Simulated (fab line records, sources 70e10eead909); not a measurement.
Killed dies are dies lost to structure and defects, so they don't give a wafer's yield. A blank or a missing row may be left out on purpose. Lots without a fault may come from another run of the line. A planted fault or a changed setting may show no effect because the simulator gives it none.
Which tool did it? | flow nand_harc | 12 lots, 36 wafers sampled, at 1 step of a route of 1302

WHAT THE GAUGES READ, wafer by wafer
NHARC_P_BONDPAD_CD_MEAS_13.
lot  | measured     | on        | cd_nm (nm)
L075 | day 6 23:56  | cd_sem-03 | 498.5 499.2 501.5
L077 | day 7 18:03  | cd_sem-01 | 497.2 498.3 497.9
L079 | day 8 16:44  | cd_sem-01 | 500.1 501.8 500.7
L081 | day 9 14:28  | cd_sem-03 | 504.2 501.2 504.6
L083 | day 10 17:25 | cd_sem-03 | 499.1 502.8 502.6
L085 | day 11 09:59 | cd_sem-02 | 498.9 502.4 499.3
L088 | day 12 20:58 | cd_sem-01 | 502.9 501.5 501.4
L089 | day 12 22:39 | cd_sem-02 | 498.8 498.1 501.8
L091 | day 13 16:00 | cd_sem-01 | 498.2 492.6 495.8
L093 | day 14 19:16 | cd_sem-03 | 497.6 503.4 503.3
L095 | day 15 08:05 | cd_sem-02 | 500.3 498.7 502.4
L097 | day 16 08:56 | cd_sem-02 | 502.2 499.0 498.4

WHICH TOOL RAN EACH LOT (tool, then ch and the chambers of the sampled wafers, then the start)
The record holds no process step before these readings.

THE ANSWER, worked out from the rows above alone
Rule: what is usual is taken from the lots themselves. Put in order of their means at a reading, lots are off if they are a third of the lots or fewer, leave a main group of 4 or more, and stand apart from it by a gap of 3 or more times the standard deviation of the main group's means; of several such gaps the widest counts. A main group whose means are all the same, to the digits that the tables above print for the reading, isn't used. A lot without any number at a reading at which 4 lots or more have one is off too. The other lots that the step has rows for count as sound.
No lot is off at any reading shown: from this, nothing can be told.

WHAT THE SIMULATOR HAD PUT IN
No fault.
